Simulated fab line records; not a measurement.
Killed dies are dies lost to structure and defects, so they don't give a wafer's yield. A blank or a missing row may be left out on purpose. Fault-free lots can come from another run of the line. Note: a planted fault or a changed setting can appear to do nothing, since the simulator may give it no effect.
What tool caused it? / flow nand-harc / 6 lots with 18 wafers sampled at 3 steps, on a route of 1302 steps

== WHAT THE GAUGES SHOWED, per wafer ==
NHARC_A_ONON_D1_THK_MEAS_02: measures by ellipsometry.
lot=L885; measured=day 8 12:13; on=film-metro-01; thk-nm (nm)=999 998 997
lot=L888; measured=day 10 02:08; on=film-metro-01; thk-nm (nm)=1008 1008 1008
lot=L891; measured=day 11 07:29; on=film-metro-02; thk-nm (nm)=1010 1010 1010
lot=L897; measured=day 13 22:22; on=film-metro-02; thk-nm (nm)=1005 1006 1005
lot=L901; measured=day 15 03:22; on=film-metro-02; thk-nm (nm)=1015 1017 1015
lot=L905; measured=day 16 21:41; on=film-metro-01; thk-nm (nm)=993 994 993

== EACH LOT AND THE TOOL THAT RAN IT (in order: tool; ch and the chambers of the sampled wafers; start) ==
lot=L885; NHARC_A_ZERO_WELL_DESCUM_12=rie-diel-13 ch 2,3, day 7 11:49; NHARC_A_ONON_D1_DEP_00=pecvd-onon-04 ch 0, day 8 11:43
lot=L888; NHARC_A_ZERO_WELL_DESCUM_12=rie-diel-03 ch 0,1, day 9 04:03; NHARC_A_ONON_D1_DEP_00=pecvd-onon-03 ch 0, day 10 01:41
lot=L891; NHARC_A_ZERO_WELL_DESCUM_12=rie-diel-13 ch 0,1,3, day 10 07:04; NHARC_A_ONON_D1_DEP_00=pecvd-onon-02 ch 0, day 11 06:59
lot=L897; NHARC_A_ZERO_WELL_DESCUM_12=rie-diel-13 ch 0,1,3, day 13 00:07; NHARC_A_ONON_D1_DEP_00=pecvd-onon-02 ch 0, day 13 21:51
lot=L901; NHARC_A_ZERO_WELL_DESCUM_12=rie-diel-13 ch 1,3, day 14 07:20; NHARC_A_ONON_D1_DEP_00=pecvd-onon-03 ch 0, day 15 02:51
lot=L905; NHARC_A_ZERO_WELL_DESCUM_12=rie-diel-03 ch 1,2,3, day 15 23:17; NHARC_A_ONON_D1_DEP_00=pecvd-onon-02 ch 0, day 16 21:11
- NHARC_A_ZERO_WELL_DESCUM_12: chemistry O2, time 3 s.
- NHARC_A_ONON_D1_DEP_00: target thk 1000 nm.

== THE ANSWER, worked out from the rows above alone ==
Rule: usual is defined by the lots themselves. The widest of any qualifying gaps counts: lots, ordered by their means at a reading, are off when they make up no more than a third of the lots, leave a main group of 4 or more, and stand apart from it by 3 or more times the standard deviation of that group's means. If all means in a main group match to the digits the tables above print for the reading, that group is not used. Also off: a lot with no number at a reading for which 4 or more lots have one. The other lots that the step has rows for count as sound.
Nothing can be told from this: no lot is off at any reading shown.

== WHAT THE SIMULATOR PUT IN ==
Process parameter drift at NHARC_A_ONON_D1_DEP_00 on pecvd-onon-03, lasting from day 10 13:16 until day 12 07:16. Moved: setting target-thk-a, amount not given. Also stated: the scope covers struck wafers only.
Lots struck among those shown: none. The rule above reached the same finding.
